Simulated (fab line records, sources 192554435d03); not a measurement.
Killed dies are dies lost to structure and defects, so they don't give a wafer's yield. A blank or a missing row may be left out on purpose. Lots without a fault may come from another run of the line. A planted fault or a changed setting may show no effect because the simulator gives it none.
Chamber matching | flow n5_finfet | N5_DUMMY_GATE_ETCH_23 on rie_si-04: 4 sister chambers
The step etches poly-Si in HBr/Cl2/O2, target depth 41 nm, time 22.3 s. 18 wafers are shown with their chamber, then 9 later ones without.

WAFERS WITH THEIR CHAMBER
wafer  | chamber | drypump_motor_current_A (A) | oes_product_au (a.u.)
L078.1 | 2       | 4.9                         | 1.018
L078.2 | 3       | 5.1                         | 1.041
L078.5 | 3       | 5.1                         | 1.035
L079.3 | 1       | 4.9                         | 0.988
L079.4 | 3       | 5.1                         | 1.037
L079.6 | 0       | 5.7                         | 1.005
L080.3 | 0       | 5.7                         | 1.001
L080.4 | 3       | 5.1                         | 1.024
L080.5 | 1       | 4.9                         | 0.980
L081.1 | 0       | 5.7                         | 1.014
L081.5 | 2       | 5.0                         | 1.022
L081.6 | 1       | 4.9                         | 0.978
L083.2 | 2       | 4.9                         | 1.027
L083.5 | 1       | 4.9                         | 0.977
L083.6 | 2       | 5.0                         | 1.023
L086.1 | 3       | 5.1                         | 1.046
L086.3 | 2       | 4.9                         | 1.039
L086.5 | 1       | 4.9                         | 0.978

SIGNATURES (means of the wafers above)
reading                 | chamber 0 | chamber 1 | chamber 2 | chamber 3 | scatter within a chamber
drypump_motor_current_A | 5.700     | 4.900     | 4.940     | 5.100     | 0.0293
oes_product_au          | 1.00667   | 0.98020   | 1.02580   | 1.03660   | 0.00706
Rule: a wafer's distance from a chamber is the root of the sum, over the readings, of the square of ((its reading less the chamber's mean) divided by the reading's scatter). The wafer belongs to the nearest chamber; if the next one is less than 2 further off, it can't be placed. The scatter: the root of (the sum of the squares of (reading less its chamber's mean) over the shown wafers, divided by (wafers less chambers)).

WAFERS WITHOUT THEIR CHAMBER
wafer  | drypump_motor_current_A (A) | oes_product_au (a.u.)
L088.1 | 4.9                         | 1.027
L088.3 | 4.9                         | 0.974
L088.4 | 5.7                         | 1.007
L094.2 | 4.9                         | 0.982
L094.3 | 4.9                         | 1.022
L094.5 | 5.0                         | 1.025
L095.1 | 5.1                         | 1.044
L095.3 | 4.9                         | 0.983
L095.4 | 5.7                         | 1.014

WHICH CHAMBER EACH WENT THROUGH
wafer  | from the rows above     | in truth
L088.1 | 2                       | 2
L088.3 | 1                       | 1
L088.4 | 0                       | 0
L094.2 | 1                       | 1
L094.3 | 2                       | 2
L094.5 | can't be placed: 2 or 3 | 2
L095.1 | 3                       | 3
L095.3 | 1                       | 1
L095.4 | 0                       | 0
Placed correctly: 8 of 9. Can't be placed from these rows: 1 (the true chamber is among the candidates in 1). Placed wrongly: 0.
